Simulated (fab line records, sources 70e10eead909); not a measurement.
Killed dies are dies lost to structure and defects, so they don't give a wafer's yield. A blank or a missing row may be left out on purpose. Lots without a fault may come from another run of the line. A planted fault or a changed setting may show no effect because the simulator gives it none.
A struck lot beside a sound one | flow nand_harc | 36 steps out of a route of 1302
Sound: wafers L440.1, L440.2, L440.3. Struck: wafers L450.1, L450.4. (L450.2 of the same lot was not struck and is left out.) The cause comes at the end.
At each step with rows: each side's tool, then ch and its chambers, then its first start. Under that, the readings that differ: sound wafers | struck wafers | difference of the means | sigmas: that difference in standard deviations of wafers without a fault.
alike: readings whose means differ by less than 2 such deviations, and words and numbers that are the same on both sides. not compared: withheld readings, readings that some wafer has no value for, bounds like >300 that may hide the same value, and numbers for which the record gives no deviation and whose values overlap.
The two part at a step that has a row with sigmas, a row that says differs or no value, or rows on one side only. Numbers that don't overlap but have no deviation are shown without sigmas and don't part them. A reading that every wafer of one side lacks parts them only if that side has two wafers or more.

first, 2 steps without rows for these wafers: NHARC_A_SLIT_PRECLEAN_19 (cleans in SC1); NHARC_A_SLIT_SRD_20.
NHARC_A_SLIT_CD_MEAS_21:
  sound on cd_sem-02, day 22 13:30; struck on cd_sem-03, day 26 15:51
  reading    | sound             | struck      | difference | sigmas
  cd_nm (nm) | 288.4 288.2 288.2 | 291.0 290.8 | +2.6       | +2
then, 3 steps without rows for these wafers: NHARC_A_SIN_REMOVE_WET_00 (chemistry H3PO4, time 15300 s); NHARC_A_SIN_REMOVE_PRECLEAN_01 (cleans in SC1); NHARC_A_SIN_REMOVE_SRD_02.
NHARC_A_SIN_REMOVE_INSPECT_04:
  sound on defect_inspect-02, day 22 20:03; struck on defect_inspect-01, day 26 22:28
  reading          | sound       | struck  | difference | sigmas
  raw_defect_count | 359 423 420 | 575 677 | +225       | +2
then, 3 steps without rows for these wafers: NHARC_A_WL_FILL_ALD_00 (deposits Al2O3, target thk 3 nm, pulse time 3 s, ald cycles 30); NHARC_A_WL_FILL_RTA_01 (time 5 s); NHARC_A_WL_FILL_ALD_02 (deposits TiN, target thk 2 nm, pulse time 3 s, ald cycles 100).
NHARC_A_WL_FILL_CVD_03: deposits W, target thk 40 nm, time 279 s.
  sound on cvd_w-01 ch 0,1, day 22 21:01; struck on cvd_w-02 ch 0, day 26 23:34
  alike: heater_power_w, throttle_valve_pct
NHARC_A_WL_FILL_ETCHBACK_04: etches the open film in NF3, target depth 60 nm, time 120 s.
  sound on rie_metal-01 ch 0,1, day 22 21:25; struck on rie_metal-02 ch 0,1, day 26 23:56
  reading                     | sound       | struck  | difference | sigmas
  drypump_motor_current_A (A) | 5.2 5.3 5.2 | 5.9 6.1 | +0.8       | +2
  alike: oes_product_au
  not compared: rf_hours_counter_h
then, 8 steps without rows for these wafers: NHARC_A_WL_FILL_ETCHBACK_05 (etches the open film in Cl2/BCl3, target depth 22 nm, time 60 s); NHARC_A_WL_FILL_STRIP_27 (strips in N2/H2, time 20 s); NHARC_A_WL_FILL_STRIP_28 (strips in post etch residue remover, time 1200 s); NHARC_A_WL_FILL_PRECLEAN_06 (cleans in DIW, time 300 s); NHARC_A_WL_FILL_SRD_07; NHARC_A_WL_FILL_ANNEAL_08 (time 1800 s); NHARC_A_WL_FILL_ALD_10 (deposits SiO2, target thk 50 nm, pulse time 10 s, ald cycles 500); NHARC_A_WL_FILL_ETCHBACK_16 (etches the open film in C4F8/O2/Ar, target depth 120 nm, time 24 s).
NHARC_A_WL_FILL_STRIP_29: strips in O2, time 20 s.
  sound on rie_diel-08 ch 0,1,2, day 23 09:04; struck on rie_diel-08 ch 1,3, day 27 09:56
  reading                | sound       | struck  | difference | sigmas
  rf_hours_counter_h (h) | 5.2 4.8 5.0 | 1.7 1.8 | -3.2       |
  alike: drypump_motor_current_A, oes_product_au, rf_vpp_V, showerhead_plenum_p_Torr, throttle_valve_pct
NHARC_A_WL_FILL_ETCHBACK_17: etches the open film in Cl2/BCl3, target depth 4 nm, time 26.7 s.
  sound on rie_metal-03 ch 0,1, day 23 09:10; struck on rie_metal-01 ch 1, day 27 10:01
  alike: drypump_motor_current_A, oes_product_au
  not compared: rf_hours_counter_h
then, 8 steps without rows for these wafers: NHARC_A_WL_FILL_PRECLEAN_18 (cleans in dHF, time 30 s); NHARC_A_WL_FILL_SRD_21; NHARC_A_WL_FILL_CVD_23 (deposits poly-Si, target thk 40 nm, time 800 s); NHARC_A_WL_FILL_ETCHBACK_26 (etches the open film in HBr, target depth 52 nm, time 13.3 s); NHARC_A_WL_FILL_PRECLEAN_30 (cleans in dHF, time 10 s); NHARC_A_WL_FILL_SRD_14; NHARC_A_WL_FILL_ALD_19 (deposits TiN, target thk 2 nm, pulse time 3 s, ald cycles 100); NHARC_A_WL_FILL_CVD_20 (deposits W, target thk 100 nm, time 74 s).
NHARC_A_WL_FILL_CMP_12: polishes, t overpolish 30 s, target thk 100 nm.
  sound on cmp-02 ch 1,2,3, day 23 14:56; struck on cmp-02 ch 2,3, day 27 15:52
  alike: motor_current_A, overpolish_run_s, time_to_endpoint_s
then, 1 step without rows for these wafers: NHARC_A_WL_FILL_SRD_31.
NHARC_A_WL_FILL_INSPECT_15:
  sound on defect_inspect-02, day 23 15:25; struck on defect_inspect-02, day 27 16:19
  alike: raw_defect_count
NHARC_A_CONTACT_DEP_24: deposits SiO2, target thk 500 nm.
  the record has rows for the sound wafers here (pecvd-04 ch 0,1,2, day 23 15:28) and none for the struck ones
then, 1 step without rows for these wafers: NHARC_A_CONTACT_DEP_28 (deposits aC, target thk 7000 nm).
-- the record jumps here: 3 days lie between the struck wafers' starts before and after (it left off in module A_CONTACT and takes up again in module END, whose first step shown is number 1302 of the route) --
NHARC_END_SORT_01:
  the record has rows for the struck wafers here (prober-02 ch 0, day 30 21:39) and none for the sound ones

WHERE THEY PART
First at NHARC_A_SLIT_CD_MEAS_21; last, within this record, at NHARC_END_SORT_01.

WHY: what the simulator had put in
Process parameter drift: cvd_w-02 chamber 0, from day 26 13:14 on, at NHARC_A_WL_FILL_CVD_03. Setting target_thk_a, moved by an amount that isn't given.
